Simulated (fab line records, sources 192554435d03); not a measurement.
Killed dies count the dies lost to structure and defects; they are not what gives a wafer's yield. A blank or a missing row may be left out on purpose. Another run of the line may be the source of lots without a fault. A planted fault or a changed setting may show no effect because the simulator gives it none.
Matching of chambers / flow n5 finfet / cmp-01 running N5_MOL_CONTACT_COAG_CMP_23: 4 sister chambers
The step polishes, stops on SiO2, t overpolish 1.5 s, target thk 0 nm. 8 wafers are shown with their chamber, then 7 later ones without.

== WAFERS PAIRED WITH THEIR CHAMBERS ==
wafer=L082.2; chamber=1; motor current A (A)=9.2; time to endpoint s (s)=10.1
wafer=L082.4; chamber=3; motor current A (A)=7.8; time to endpoint s (s)=12.7
wafer=L085.4; chamber=1; motor current A (A)=9.5; time to endpoint s (s)=8.5
wafer=L088.2; chamber=2; motor current A (A)=7.3; time to endpoint s (s)=7.2
wafer=L089.1; chamber=2; motor current A (A)=7.0; time to endpoint s (s)=9.3
wafer=L089.2; chamber=0; motor current A (A)=8.5; time to endpoint s (s)=11.6
wafer=L089.4; chamber=3; motor current A (A)=8.1; time to endpoint s (s)=10.6
wafer=L091.1; chamber=0; motor current A (A)=8.8; time to endpoint s (s)=12.1

== WAFERS MISSING THEIR CHAMBER ==
wafer=L091.3; motor current A (A)=9.6; time to endpoint s (s)=11.1
wafer=L091.4; motor current A (A)=7.9; time to endpoint s (s)=11.7
wafer=L094.1; motor current A (A)=8.7; time to endpoint s (s)=12.2
wafer=L094.4; motor current A (A)=7.0; time to endpoint s (s)=11.0
wafer=L096.2; motor current A (A)=7.7; time to endpoint s (s)=12.5
wafer=L096.3; motor current A (A)=8.2; time to endpoint s (s)=10.8
wafer=L096.4; motor current A (A)=7.1; time to endpoint s (s)=10.3

== EACH ONE'S CHAMBER ==
wafer=L091.3; from the rows above=1; in truth=1
wafer=L091.4; from the rows above=3; in truth=3
wafer=L094.1; from the rows above=0; in truth=0
wafer=L094.4; from the rows above=2; in truth=2
wafer=L096.2; from the rows above=3; in truth=3
wafer=L096.3; from the rows above=can't be placed: 3 or 0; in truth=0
wafer=L096.4; from the rows above=2; in truth=2
Correct placement for 6 of the 7. Cannot be placed on the basis of these rows: 1; the candidates contain the true chamber in 1. Placed wrongly: 0.
How it was worked out, from the rows above alone: a wafer's distance from a chamber is the root of the sum, over the readings, of the square of ((its reading less the chamber's mean) divided by the reading's scatter). If the next closest chamber is less than 2 further off than the closest, the wafer can't be placed; otherwise it belongs to the closest. The mean given for a chamber averages the wafers shown for that chamber. The scatter: the root of (the sum of the squares of (reading less its chamber's mean) over the shown wafers, divided by (wafers less chambers)).
